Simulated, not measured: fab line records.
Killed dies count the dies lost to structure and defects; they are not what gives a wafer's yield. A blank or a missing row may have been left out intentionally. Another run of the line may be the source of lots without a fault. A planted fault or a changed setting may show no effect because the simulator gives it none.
What tool caused it? + flow n5_finfet + 9 lots with 26 wafers sampled at 5 steps, on a route of 1938 steps

WHAT THE GAUGES READ, wafer by wafer
N5_BEOL_M4_RC_MEAS_101.
| lot  | measured     | on        | DIBL_N (mV/V)  | DIBL_P (mV/V)  | IOFF_N (nA/um)    | IOFF_P (nA/um)    | IOFF_P_85C (nA/um) | IOFF_P_LIN (nA/um)   | IOFF_P_LONG (nA/um)        | ION_N (uA/um) | ION_P (uA/um) | SS_N (mV/dec)  | SS_P (mV/dec)  | VT_N (mV)         | VT_N_LVT (mV) | VT_P (mV)            | VT_P_LONG (mV) |
|------|--------------|-----------|----------------|----------------|-------------------|-------------------|--------------------|----------------------|----------------------------|---------------|---------------|----------------|----------------|-------------------|---------------|----------------------|----------------|
| L427 | day 9 18:07  | prober-01 | 34.8 36.1      | 34.1 35.2      | 0.124 0.143       | 0.19 0.20         | 3.3 3.6            | 0.095 0.100          | 0.000118 0.000115          | 666 660       | 460 460       | 71.1 71.8      | 72.9 73.1      | 252.0 251.5       | 101 101       | -249.1 -249.3        | -272 -274      |
| L428 | day 9 22:37  | prober-02 | 40.6 39.2 41.7 | 39.6 39.2 41.4 | 0.218 0.194 0.236 | 0.27 0.25 0.30    | 4.5 4.3 5.0        | 0.115 0.111 0.126    | 0.000103 0.000106 0.000104 | 676 686 678   | 465 466 467   | 72.8 72.2 72.6 | 74.5 74.2 74.4 | 248.8 246.9 246.5 | 94 95 94      | -248.0 -246.9 -246.9 | -281 -274 -276 |
| L432 | day 11 00:58 | prober-01 | 36.0 35.7 34.6 | 37.2 36.8 35.8 | 0.153 0.155 0.135 | 0.21 0.22 0.20    | 3.7 3.8 3.5        | 0.102 0.105 0.099    | 0.00011 0.000105 0.000109  | 688 672 665   | 469 467 466   | 70.9 71.1 71.5 | 74.1 73.8 73.6 | 249.2 250.3 251.7 | 100 99 101    | -248.9 -250.4 -249.1 | -275 -275 -274 |
| L441 | day 12 19:56 | prober-02 | 36.7 37.2 38.1 | 37.7 38.2 40.3 | 0.173 0.186 0.202 | 48.36 49.63 59.53 | 352.9 362.5 420.6  | 22.156 22.432 25.422 | 0.021515 0.02085 0.021302  | 684 669 688   | 667 653 675   | 71.7 71.4 72.0 | 73.8 74.2 74.6 | 248.6 245.9 245.9 | 248 247 244   | -96.7 -96.2 -93.6    | -122 -123 -122 |
| L440 | day 12 21:11 | prober-01 | 35.9 37.4 35.4 | 37.5 38.4 37.0 | 0.158 0.185 0.133 | 43.87 45.20 39.95 | 314.5 327.8 293.0  | 20.110 20.482 18.666 | 0.017112 0.01664 0.016963  | 682 674 658   | 666 658 655   | 71.7 71.9 71.7 | 73.3 74.0 73.5 | 251.3 250.6 255.4 | 251 248 252   | -99.7 -100.3 -101.4  | -128 -129 -128 |
| L442 | day 13 00:13 | prober-02 | 35.1 32.9 35.1 | 36.3 34.1 37.0 | 0.144 0.119 0.155 | 45.81 37.45 47.13 | 334.4 285.6 348.0  | 21.568 18.555 22.256 | 0.021583 0.021321 0.021537 | 677 654 681   | 664 644 666   | 70.6 70.8 71.7 | 73.3 72.2 73.2 | 249.4 250.0 247.5 | 251 255 251   | -97.7 -99.7 -96.9    | -121 -122 -121 |
| L443 | day 13 15:59 | prober-02 | 38.0 36.2 38.5 | 36.8 35.3 37.9 | 0.169 0.148 0.187 | 0.22 0.20 0.23    | 3.9 3.5 4.0        | 0.105 0.097 0.107    | 0.000104 0.000101 9.9e-05  | 676 673 679   | 469 462 460   | 72.0 70.9 71.9 | 73.9 73.6 74.0 | 249.1 250.4 246.4 | 99 100 97     | -247.3 -249.4 -247.4 | -276 -277 -278 |
| L444 | day 14 00:02 | prober-02 | 33.6 32.7 34.6 | 33.1 32.2 33.9 | 0.130 0.124 0.132 | 0.18 0.17 0.19    | 3.2 3.0 3.3        | 0.093 0.089 0.094    | 0.000119 0.00012 0.000115  | 675 673 656   | 467 464 457   | 71.5 70.7 70.9 | 72.1 72.4 72.7 | 250.5 255.6 253.0 | 99 99 101     | -250.3 -251.7 -251.1 | -272 -272 -271 |
| L445 | day 14 01:47 | prober-01 | 34.4 33.3 32.8 | 35.1 33.1 33.0 | 0.149 0.118 0.119 | 0.19 0.15 0.16    | 3.4 2.8 3.0        | 0.093 0.079 0.085    | 9.7e-05 9.8e-05 0.000102   | 682 661 674   | 466 450 462   | 71.6 71.0 70.4 | 73.0 72.6 72.9 | 252.9 255.5 251.2 | 95 100 98     | -249.1 -255.7 -253.9 | -278 -279 -279 |

TOOL THAT RAN EACH LOT (tool first, then ch and the chambers of the sampled wafers, then the start)
| lot  | N5_SDB_ETCH_18                    | N5_SDB_CUT_ETCH_26               | N5_HKMG_FIN_ALD_74               | N5_HKMG_FIN_ALD_75               |
|------|-----------------------------------|----------------------------------|----------------------------------|----------------------------------|
| L427 | rie_diel-02 ch 1,3, day 4 22:24   | rie_si-06 ch 0,1, day 4 23:00    | ald_hk-03 ch 2, day 5 03:17      | ald_hk-03 ch 2, day 5 03:22      |
| L428 | rie_diel-03 ch 1,2,3, day 5 09:59 | rie_si-02 ch 0,2, day 5 12:08    | ald_hk-03 ch 2,3, day 5 16:38    | ald_hk-03 ch 2,3, day 5 16:43    |
| L432 | rie_diel-03 ch 0,1,3, day 6 01:34 | rie_si-02 ch 0,3, day 6 02:41    | ald_hk-02 ch 1,2,3, day 6 07:17  | ald_hk-02 ch 1,2,3, day 6 07:22  |
| L441 | rie_diel-06 ch 0,1,2, day 8 05:29 | rie_si-04 ch 0,1,2, day 8 07:02  | ald_hk-03 ch 0,1,3, day 8 11:29  | ald_hk-03 ch 0,1,3, day 8 11:34  |
| L440 | rie_diel-02 ch 0,1,3, day 8 07:05 | rie_si-06 ch 0,1,2, day 8 07:42  | ald_hk-02 ch 0,1,2, day 8 11:55  | ald_hk-02 ch 0,1,2, day 8 12:00  |
| L442 | rie_diel-06 ch 1,2,3, day 8 13:25 | rie_si-06 ch 0,1, day 8 13:58    | ald_hk-03 ch 0,2,3, day 8 18:11  | ald_hk-03 ch 0,2,3, day 8 18:16  |
| L443 | rie_diel-02 ch 1,2, day 8 23:03   | rie_si-06 ch 0,2, day 8 23:35    | ald_hk-01 ch 1,2, day 9 04:07    | ald_hk-01 ch 1,2, day 9 04:11    |
| L444 | rie_diel-02 ch 0,1,3, day 9 08:32 | rie_si-02 ch 0,1,3, day 9 09:04  | ald_hk-03 ch 0,1,2, day 9 14:10  | ald_hk-03 ch 0,1,2, day 9 14:14  |
| L445 | rie_diel-06 ch 0,2,3, day 9 23:44 | rie_si-04 ch 0,1,3, day 10 00:34 | ald_hk-03 ch 0,2,3, day 10 04:49 | ald_hk-03 ch 0,2,3, day 10 04:54 |
- N5_SDB_ETCH_18: etches SOC in N2/H2, target depth 100 nm, overetch 20 nm, time 150 s.
- N5_SDB_CUT_ETCH_26: etches Si in HBr/Cl2/O2, target depth 129.6 nm, bt time 20 s, time 51.8 s.
- N5_HKMG_FIN_ALD_74: deposits La2O3, target thk 0.5 nm, pulse time 6 s, co reactant pulse time 1 s.
- N5_HKMG_FIN_ALD_75: deposits Al2O3, target thk 1 nm, co reactant pulse time 1 s.

WHAT THE TOOLS THEMSELVES READ (means of the sampled wafers that have a number; where no wafer has one, the mark that the record gives instead)
N5_SDB_ETCH_18.
| lot  | tool        | drypump_motor_current_A (A) | oes_product_au (a.u.) | rf_vpp_V (V) | showerhead_plenum_p_Torr (Torr) | throttle_valve_pct (%) |
|------|-------------|-----------------------------|-----------------------|--------------|---------------------------------|------------------------|
| L427 | rie_diel-02 | 5.2                         | 0.77                  | 525.1        | 2.58                            | 17.78                  |
| L428 | rie_diel-03 | 5.9                         | 0.79                  | 524.5        | 2.58                            | 17.47                  |
| L432 | rie_diel-03 | 5.9                         | 0.76                  | 524.9        | 2.61                            | 17.47                  |
| L441 | rie_diel-06 | 5.5                         | 0.73                  | 521.9        | 2.45                            | 17.75                  |
| L440 | rie_diel-02 | 5.3                         | 0.70                  | 524.3        | 2.56                            | 17.89                  |
| L442 | rie_diel-06 | 5.6                         | 0.71                  | 523.0        | 2.49                            | 17.87                  |
| L443 | rie_diel-02 | 5.1                         | 0.78                  | 521.5        | 2.49                            | 18.03                  |
| L444 | rie_diel-02 | 5.3                         | 0.70                  | 524.5        | 2.56                            | 17.91                  |
| L445 | rie_diel-06 | 6.1                         | 0.74                  | 523.6        | 2.50                            | 17.84                  |

N5_SDB_CUT_ETCH_26.
| lot  | tool      | drypump_motor_current_A (A) | oes_product_au (a.u.) | throttle_valve_pct (%) |
|------|-----------|-----------------------------|-----------------------|------------------------|
| L427 | rie_si-06 | 5.5                         | 0.999                 | 37.06                  |
| L428 | rie_si-02 | 5.8                         | 1.005                 | 37.37                  |
| L432 | rie_si-02 | 5.5                         | 0.992                 | 37.42                  |
| L441 | rie_si-04 | 5.7                         | 1.004                 | 37.44                  |
| L440 | rie_si-06 | 5.5                         | 1.002                 | 36.97                  |
| L442 | rie_si-06 | 5.4                         | 1.003                 | 37.12                  |
| L443 | rie_si-06 | 5.5                         | 0.990                 | 36.86                  |
| L444 | rie_si-02 | 5.4                         | 0.999                 | 37.35                  |
| L445 | rie_si-04 | 5.5                         | 1.007                 | 37.27                  |

N5_HKMG_FIN_ALD_74.
| lot  | tool      | heater_power_w (W) | precursor_pulse_height_rel |
|------|-----------|--------------------|----------------------------|
| L427 | ald_hk-03 | 306                | 1.006                      |
| L428 | ald_hk-03 | 322                | 0.996                      |
| L432 | ald_hk-02 | 352                | 0.985                      |
| L441 | ald_hk-03 | -                  | -                          |
| L440 | ald_hk-02 | -                  | -                          |
| L442 | ald_hk-03 | -                  | -                          |
| L443 | ald_hk-01 | 308                | 1.005                      |
| L444 | ald_hk-03 | 318                | 0.980                      |
| L445 | ald_hk-03 | 324                | 1.018                      |

N5_HKMG_FIN_ALD_75.
| lot  | tool      | heater_power_outer_w (W) | heater_power_w (W) | precursor_pulse_height_rel |
|------|-----------|--------------------------|--------------------|----------------------------|
| L427 | ald_hk-03 | 72                       | 132                | 0.979                      |
| L428 | ald_hk-03 | 77                       | 139                | 1.020                      |
| L432 | ald_hk-02 | 83                       | 152                | 0.996                      |
| L441 | ald_hk-03 | 76                       | 143                | 0.998                      |
| L440 | ald_hk-02 | 84                       | 147                | 0.988                      |
| L442 | ald_hk-03 | 74                       | 140                | 0.998                      |
| L443 | ald_hk-01 | 68                       | 130                | 0.999                      |
| L444 | ald_hk-03 | 72                       | 138                | 1.017                      |
| L445 | ald_hk-03 | 74                       | 141                | 0.987                      |

THE ANSWER, worked out from the rows above alone
Rule: the usual values come from the lots themselves. The widest of any qualifying gaps counts: lots, ordered by their means at a reading, are off when they make up no more than a third of the lots, leave a main group of 4 or more, and stand apart from it by 3 or more times the standard deviation of that group's means. The tables above print the reading to a certain number of digits; a main group whose means all agree to those digits is not used. Also off: a lot with no number at a reading for which 4 or more lots have one. All remaining lots with rows at the step are treated as sound. The gauges are gone through in route order, then the tools' own readings, and for those a lot's mean is taken as printed above. The first step at which some lot is off is used, and at that step the reading that is off furthest; a lot without a number counts as furthest.
Off: L441, L440, L442, seen at N5_BEOL_M4_RC_MEAS_101 (IOFF_P_LONG). Mean 0.000108 nA/um and standard deviation 7.2e-06 in the main group.
If a tool, at a process step before that reading, ran all the lots that are off and no sound lot after the first of them, it fits. Not tried: the gauges at N5_BEOL_M4_RC_MEAS_101; whatever is off there is also off at N5_HKMG_FIN_ALD_74, on other tools, and gauge error can't account for it. Of those tried, none fits.

WHAT THE SIMULATOR PUT IN
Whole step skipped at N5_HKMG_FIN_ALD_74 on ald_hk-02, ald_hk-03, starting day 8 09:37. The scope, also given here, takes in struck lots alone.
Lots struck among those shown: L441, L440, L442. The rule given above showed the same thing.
